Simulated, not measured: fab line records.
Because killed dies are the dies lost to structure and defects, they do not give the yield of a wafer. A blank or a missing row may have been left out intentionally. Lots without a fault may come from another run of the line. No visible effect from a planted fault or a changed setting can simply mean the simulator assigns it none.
Which tool was responsible?	flow nand-harc	24 lots, 72 wafers sampled, at 6 steps of a route of 1159

## WHAT EACH GAUGE READ, for each wafer
NHARC_A_CONTACT_INSPECT_44. Usual: raw-defect-count reads 26 (standard deviation 11).
lot	measured	on	raw-defect-count	flag
L075	day 16 09:01	defect-inspect-02	24 22 24	
L074	day 16 09:00	defect-inspect-02	18 13 18	
L077	day 16 13:44	defect-inspect-01	20 16 27	
L076	day 16 13:53	defect-inspect-01	23 22 15	
L078	day 16 18:16	defect-inspect-02	23 17 17	
L080	day 17 16:16	defect-inspect-01	13 17 23	
L079	day 17 18:38	defect-inspect-02	22 16 18	
L081	day 18 04:14	defect-inspect-02	29 33 18	
L082	day 18 04:59	defect-inspect-02	18 27 22	
L083	day 19 03:56	defect-inspect-02	27 22 28	
L084	day 18 21:12	defect-inspect-02	35 22 20	
L085	day 18 19:28	defect-inspect-01	38 24 19	
L088	day 19 13:46	defect-inspect-02	40 37 45	
L086	day 19 15:22	defect-inspect-01	19 27 21	
L087	day 19 10:32	defect-inspect-02	36 46 40	
L089	day 20 01:05	defect-inspect-02	6 7 11	
L090	day 20 05:24	defect-inspect-01	34 27 24	
L092	day 20 18:02	defect-inspect-01	33 33 20	
L091	day 20 18:40	defect-inspect-02	23 30 30	
L093	day 21 00:22	defect-inspect-01	48 48 45	
L094	day 21 11:20	defect-inspect-01	17 14 14	
L095	day 21 23:44	defect-inspect-02	40 23 31	
L096	day 21 17:23	defect-inspect-01	18 17 14	
L097	day 22 20:49	defect-inspect-02	44 44 55	

## WHAT TOOL EACH LOT RAN ON (gives the tool, then ch and the chambers of the sampled wafers, and finally the start)
lot	NHARC_A_SGD_CUT_ETCH_16	NHARC_A_WL_FILL_STRIP_27	NHARC_A_WL_FILL_ALD_10	NHARC_A_WL_FILL_STRIP_29	NHARC_A_WL_FILL_ETCHBACK_17
L075	rie-diel-13 ch 1,2,3, day 15 02:20 or earlier	plasma-asher-02 ch 0,1, day 15 02:20	ald-hk-03 ch 1,2,3, day 15 08:53	rie-diel-03 ch 0,2,3, day 15 12:34	rie-metal-02 ch 0,1, day 15 12:39
L074	rie-diel-12 ch 0,2, day 15 02:29 or earlier	plasma-asher-01 ch 0,1, day 15 02:29	ald-hk-01 ch 0,1,3, day 15 08:14	rie-diel-03 ch 0,1, day 15 12:32	rie-metal-03 ch 1, day 15 12:37
L077	rie-diel-08 ch 0,1,3, day 15 13:07 or earlier	plasma-asher-02 ch 0,1, day 15 13:07	ald-hk-03 ch 0,1,2, day 15 18:12	rie-diel-05 ch 0,2, day 15 22:55	rie-metal-03 ch 0,1, day 15 23:01
L076	rie-diel-13 ch 1,3, day 15 15:06 or earlier	plasma-asher-02 ch 0,1, day 15 15:06	ald-hk-01 ch 0,3, day 15 18:33	rie-diel-03 ch 1,2, day 15 23:16	rie-metal-01 ch 1, day 15 23:22
L078	rie-diel-12 ch 0,1,2, day 15 12:41 or earlier	plasma-asher-02 ch 0,1, day 15 12:41	ald-hk-02 ch 0,2,3, day 15 19:27	rie-diel-11 ch 0,1,3, day 15 23:40	rie-metal-03 ch 0,1, day 15 23:46
L080	rie-diel-12 ch 0,1, day 16 15:44 or earlier	plasma-asher-02 ch 0,1, day 16 15:44	ald-hk-03 ch 0,2,3, day 16 22:02	rie-diel-11 ch 0,3, day 17 01:44	rie-metal-02 ch 0,1, day 17 01:50
L079	rie-diel-13 ch 0,1,2, day 16 12:31 or earlier	plasma-asher-02 ch 0,1, day 16 12:31	ald-hk-01 ch 0,2,3, day 16 20:49	rie-diel-11 ch 2,3, day 17 01:02	rie-metal-01 ch 0,1, day 17 01:08
L081	rie-diel-13 ch 1,2,3, day 17 03:21 or earlier	plasma-asher-02 ch 0,1, day 17 03:21	ald-hk-03 ch 0,1,2, day 17 08:35	rie-diel-05 ch 2,3, day 17 13:24	rie-metal-02 ch 0,1, day 17 13:31
L082	rie-diel-12 ch 0,1,2, day 17 05:45 or earlier	plasma-asher-01 ch 0, day 17 05:45	ald-hk-02 ch 0,2, day 17 08:41	rie-diel-11 ch 0,1,3, day 17 13:25	rie-metal-03 ch 0,1, day 17 13:31
L083	rie-diel-08 ch 1,2,3, day 17 20:16 or earlier	plasma-asher-01 ch 0,1, day 17 20:16	ald-hk-03 ch 0,2,3, day 18 08:29	rie-diel-03 ch 1,2,3, day 18 12:40	rie-metal-01 ch 0,1, day 18 12:45
L084	rie-diel-12 ch 0,1,3, day 17 16:56 or earlier	plasma-asher-01 ch 0,1, day 17 16:56	ald-hk-03 ch 0,1,2, day 17 20:41	rie-diel-11 ch 1,2, day 18 01:27	rie-metal-02 ch 0,1, day 18 01:32
L085	rie-diel-13 ch 1,2,3, day 17 15:11 or earlier	plasma-asher-01 ch 0,1, day 17 15:11	ald-hk-01 ch 1,2, day 17 21:12	rie-diel-05 ch 1,2,3, day 18 01:26	rie-metal-01 ch 1, day 18 01:32
L088	rie-diel-12 ch 2,3, day 18 08:17 or earlier	plasma-asher-01 ch 0,1, day 18 08:17	ald-hk-02 ch 0,2,3, day 18 15:37	rie-diel-11 ch 2,3, day 18 19:20	rie-metal-02 ch 0, day 18 19:26
L086	rie-diel-13 ch 0,1,3, day 18 11:10 or earlier	plasma-asher-02 ch 0,1, day 18 11:10	ald-hk-01 ch 0,2,3, day 18 17:01	rie-diel-05 ch 0,2,3, day 18 21:49	rie-metal-01 ch 0,1, day 18 21:54
L087	rie-diel-13 ch 0,3, day 18 08:31 or earlier	plasma-asher-01 ch 0,1, day 18 08:31	ald-hk-03 ch 0,1,3, day 18 14:34	rie-diel-05 ch 1,2,3, day 18 19:18	rie-metal-01 ch 0,1, day 18 19:26
L089	rie-diel-13 ch 0,2,3, day 18 22:18 or earlier	plasma-asher-02 ch 0,1, day 18 22:18	ald-hk-02 ch 2,3, day 19 04:18	rie-diel-05 ch 1,2, day 19 08:31	rie-metal-02 ch 0,1, day 19 08:41
L090	rie-diel-08 ch 0,3, day 19 04:34 or earlier	plasma-asher-01 ch 0, day 19 04:34	ald-hk-02 ch 1,2,3, day 19 10:16	rie-diel-05 ch 0,1,2, day 19 14:26	rie-metal-02 ch 0,1, day 19 14:31
L092	rie-diel-13 ch 2,3, day 19 14:02 or earlier	plasma-asher-01 ch 0,1, day 19 14:02	ald-hk-02 ch 0,1,3, day 19 21:17	rie-diel-03 ch 1,2,3, day 20 01:01	rie-metal-01 ch 0,1, day 20 01:07
L091	rie-diel-13 ch 0,1,3, day 19 13:17 or earlier	plasma-asher-01 ch 0,1, day 19 13:17	ald-hk-01 ch 0,2,3, day 19 20:14	rie-diel-11 ch 0,1,3, day 20 00:58	rie-metal-02 ch 0,1, day 20 01:04
L093	rie-diel-12 ch 1,3, day 19 22:04 or earlier	plasma-asher-02 ch 0,1, day 19 22:04	ald-hk-01 ch 0,1,2, day 20 03:17	rie-diel-05 ch 1,2,3, day 20 08:02	rie-metal-02 ch 0,1, day 20 08:08
L094	rie-diel-13 ch 0,1,2, day 20 06:21 or earlier	plasma-asher-01 ch 0,1, day 20 06:21	ald-hk-03 ch 1,2,3, day 20 13:04	rie-diel-05 ch 0,2,3, day 20 17:47	rie-metal-01 ch 0, day 20 17:53
L095	rie-diel-13 ch 0,1,3, day 20 15:05 or earlier	plasma-asher-01 ch 0,1, day 20 15:05	ald-hk-03 ch 0,1,3, day 20 23:26	rie-diel-03 ch 0,1,3, day 21 04:10	rie-metal-02 ch 0,1, day 21 04:16
L096	rie-diel-08 ch 0,2,3, day 20 15:28 or earlier	plasma-asher-01 ch 0,1, day 20 15:28	ald-hk-03 ch 0,1,3, day 20 21:53	rie-diel-05 ch 2,3, day 21 01:04	rie-metal-02 ch 0,1, day 21 01:10
L097	rie-diel-13 ch 0,1,3, day 21 16:21 or earlier	plasma-asher-01 ch 1, day 21 16:21	ald-hk-01 ch 1,2,3, day 21 21:17	rie-diel-11 ch 1,3, day 22 02:02	rie-metal-01 ch 0, day 22 02:09
- NHARC_A_SGD_CUT_ETCH_16: etches the open film in C4F8/O2/Ar, target depth 310.5 nm, time 155.2 s.
- NHARC_A_WL_FILL_STRIP_27: strips in N2/H2, time 20 s.
- NHARC_A_WL_FILL_ALD_10: deposits SiO2, target thk 50 nm, pulse time 10 s, ald cycles 500.
- NHARC_A_WL_FILL_STRIP_29: strips in O2, time 20 s.
- NHARC_A_WL_FILL_ETCHBACK_17: etches the open film in Cl2/BCl3, target depth 4 nm, time 26.7 s.

## WHAT THE TOOLS THEMSELVES READ (means of the sampled wafers that have a number; where no wafer has one, the mark that the record gives instead)
NHARC_A_SGD_CUT_ETCH_16. Usual: oes-product-au 0.975 a.u., standard deviation 0.013; rf-vpp-V 724 V, standard deviation 5.3.
lot	tool	oes-product-au (a.u.)	rf-vpp-V (V)	flag
L075	rie-diel-13	0.984	727	
L074	rie-diel-12	0.976	721	
L077	rie-diel-08	0.970	723	
L076	rie-diel-13	0.988	727	
L078	rie-diel-12	0.956	721	
L080	rie-diel-12	0.981	719	
L079	rie-diel-13	0.980	722	
L081	rie-diel-13	0.979	726	
L082	rie-diel-12	0.973	722	
L083	rie-diel-08	0.985	724	
L084	rie-diel-12	0.976	723	
L085	rie-diel-13	0.975	727	
L088	rie-diel-12	0.973	728	
L086	rie-diel-13	0.974	722	
L087	rie-diel-13	0.977	725	
L089	rie-diel-13	0.979	725	
L090	rie-diel-08	0.954	721	
L092	rie-diel-13	0.966	729	
L091	rie-diel-13	0.980	721	
L093	rie-diel-12	0.991	723	
L094	rie-diel-13	0.969	722	
L095	rie-diel-13	0.977	721	
L096	rie-diel-08	0.975	723	
L097	rie-diel-13	1.000	722	

NHARC_A_WL_FILL_STRIP_27. Usual: drypump-motor-current-A 5.9 A, standard deviation 0.41; heater-power-w 302 W, standard deviation 16; temp-c 250.04 C, standard deviation 0.16.
lot	tool	drypump-motor-current-A (A)	heater-power-w (W)	temp-c (C)	flag
L075	plasma-asher-02	6.0	301	250.11	
L074	plasma-asher-01	5.6	307	250.09	
L077	plasma-asher-02	6.0	299	250.29	
L076	plasma-asher-02	6.3	312	250.03	
L078	plasma-asher-02	6.2	309	250.10	
L080	plasma-asher-02	6.0	294	250.08	
L079	plasma-asher-02	6.2	305	250.07	
L081	plasma-asher-02	6.0	294	250.07	
L082	plasma-asher-01	6.1	297	249.96	
L083	plasma-asher-01	5.8	302	250.18	
L084	plasma-asher-01	5.6	307	250.03	
L085	plasma-asher-01	5.6	305	250.09	
L088	plasma-asher-01	5.6	309	250.04	
L086	plasma-asher-02	6.0	293	249.99	
L087	plasma-asher-01	5.8	302	250.05	
L089	plasma-asher-02	6.0	292	249.97	
L090	plasma-asher-01	6.2	296	250.12	
L092	plasma-asher-01	5.9	305	250.06	
L091	plasma-asher-01	5.9	300	249.99	
L093	plasma-asher-02	6.0	297	250.08	
L094	plasma-asher-01	5.8	291	250.07	
L095	plasma-asher-01	5.8	292	250.02	
L096	plasma-asher-01	5.6	299	250.11	
L097	plasma-asher-01	5.3	302	250.10	

NHARC_A_WL_FILL_ALD_10. Usual: heater-power-w 456 W, standard deviation 30; precursor-pulse-height-rel 1.001, standard deviation 0.019.
lot	tool	heater-power-w (W)	precursor-pulse-height-rel	flag
L075	ald-hk-03	449	1.016	
L074	ald-hk-01	469	1.004	
L077	ald-hk-03	430	0.995	
L076	ald-hk-01	461	1.007	
L078	ald-hk-02	432	0.991	
L080	ald-hk-03	458	0.992	
L079	ald-hk-01	479	1.011	
L081	ald-hk-03	432	0.979	
L082	ald-hk-02	431	1.003	
L083	ald-hk-03	460	1.001	
L084	ald-hk-03	434	1.003	
L085	ald-hk-01	481	1.018	
L088	ald-hk-02	433	0.984	
L086	ald-hk-01	501	1.006	
L087	ald-hk-03	447	0.999	
L089	ald-hk-02	437	0.985	
L090	ald-hk-02	444	1.001	
L092	ald-hk-02	437	1.007	
L091	ald-hk-01	498	1.002	
L093	ald-hk-01	489	1.007	
L094	ald-hk-03	458	1.006	
L095	ald-hk-03	457	1.007	
L096	ald-hk-03	454	0.979	
L097	ald-hk-01	490	0.997	

NHARC_A_WL_FILL_STRIP_29. Usual: drypump-motor-current-A 5.6 A, standard deviation 0.31; oes-product-au 1.000 a.u., standard deviation 0.011; rf-vpp-V 57.8 V, standard deviation 0.9; showerhead-plenum-p-Torr 3.57 Torr, standard deviation 0.11; throttle-valve-pct 17.037 %, standard deviation 0.0091.
lot	tool	drypump-motor-current-A (A)	oes-product-au (a.u.)	rf-vpp-V (V)	showerhead-plenum-p-Torr (Torr)	throttle-valve-pct (%)	flag
L075	rie-diel-03	5.6	0.982	57.6	3.60	17.032	
L074	rie-diel-03	5.9	0.986	57.7	3.53	17.044	
L077	rie-diel-05	5.7	1.009	58.9	3.66	17.040	
L076	rie-diel-03	5.5	0.995	58.2	3.69	17.037	
L078	rie-diel-11	5.4	0.978	57.4	3.52	17.037	
L080	rie-diel-11	5.4	0.990	58.2	3.54	17.046	
L079	rie-diel-11	5.4	1.008	57.2	3.64	17.031	
L081	rie-diel-05	5.6	1.002	57.7	3.45	17.039	
L082	rie-diel-11	5.5	0.992	58.1	3.52	17.048	
L083	rie-diel-03	5.6	0.989	58.2	3.70	17.038	
L084	rie-diel-11	5.4	1.010	57.8	3.62	17.028	
L085	rie-diel-05	5.7	1.006	57.7	3.49	17.036	
L088	rie-diel-11	5.3	1.002	57.5	3.61	17.040	
L086	rie-diel-05	5.6	1.003	58.5	3.55	17.042	
L087	rie-diel-05	5.8	1.005	58.0	3.49	17.032	
L089	rie-diel-05	5.6	1.007	57.9	3.49	17.037	
L090	rie-diel-05	5.8	1.006	58.1	3.59	17.040	
L092	rie-diel-03	5.6	0.991	57.7	3.70	17.033	
L091	rie-diel-11	5.4	0.997	57.6	3.52	17.034	
L093	rie-diel-05	5.7	1.006	58.0	3.49	17.044	
L094	rie-diel-05	5.7	0.999	57.6	3.55	17.037	
L095	rie-diel-03	5.8	0.998	57.5	3.62	17.032	
L096	rie-diel-05	5.6	1.012	58.5	3.45	17.047	
L097	rie-diel-11	5.2	0.990	56.5	3.56	17.041	

NHARC_A_WL_FILL_ETCHBACK_17. Usual: drypump-motor-current-A 5.61 A, standard deviation 0.3; oes-product-au 1.001 a.u., standard deviation 0.0088.
lot	tool	drypump-motor-current-A (A)	oes-product-au (a.u.)	flag
L075	rie-metal-02	5.50	0.992	
L074	rie-metal-03	6.24	0.988	
L077	rie-metal-03	6.14	1.000	
L076	rie-metal-01	5.36	1.002	
L078	rie-metal-03	6.13	0.994	
L080	rie-metal-02	5.50	1.001	
L079	rie-metal-01	5.62	0.996	
L081	rie-metal-02	5.48	1.010	
L082	rie-metal-03	6.12	0.994	
L083	rie-metal-01	5.49	1.003	
L084	rie-metal-02	5.40	1.005	
L085	rie-metal-01	5.36	0.995	
L088	rie-metal-02	5.28	1.007	
L086	rie-metal-01	5.62	1.005	
L087	rie-metal-01	5.50	0.994	
L089	rie-metal-02	5.39	1.000	
L090	rie-metal-02	5.50	1.005	
L092	rie-metal-01	5.63	0.997	
L091	rie-metal-02	5.40	1.010	
L093	rie-metal-02	5.50	1.012	
L094	rie-metal-01	5.76	0.993	
L095	rie-metal-02	5.39	1.004	
L096	rie-metal-02	5.51	1.009	
L097	rie-metal-01	5.75	0.991	

## THE ANSWER, worked out from the rows above alone
Rule: lot off if the mean of its wafers having a number is beyond 3 standard deviations from the usual mean. Also off: a lot with no number at a reading for which 4 or more lots have one. All remaining lots with rows at the step are treated as sound. Order of review: gauges by route order, followed by the tools' own readings, for which a lot's mean as printed above is used. At the first step where some lot is off, the reading lying furthest off is the one used; lots without a number count as furthest.
No lot is off at any reading shown: from this, nothing can be told.

## WHAT THE SIMULATOR HAD PUT IN
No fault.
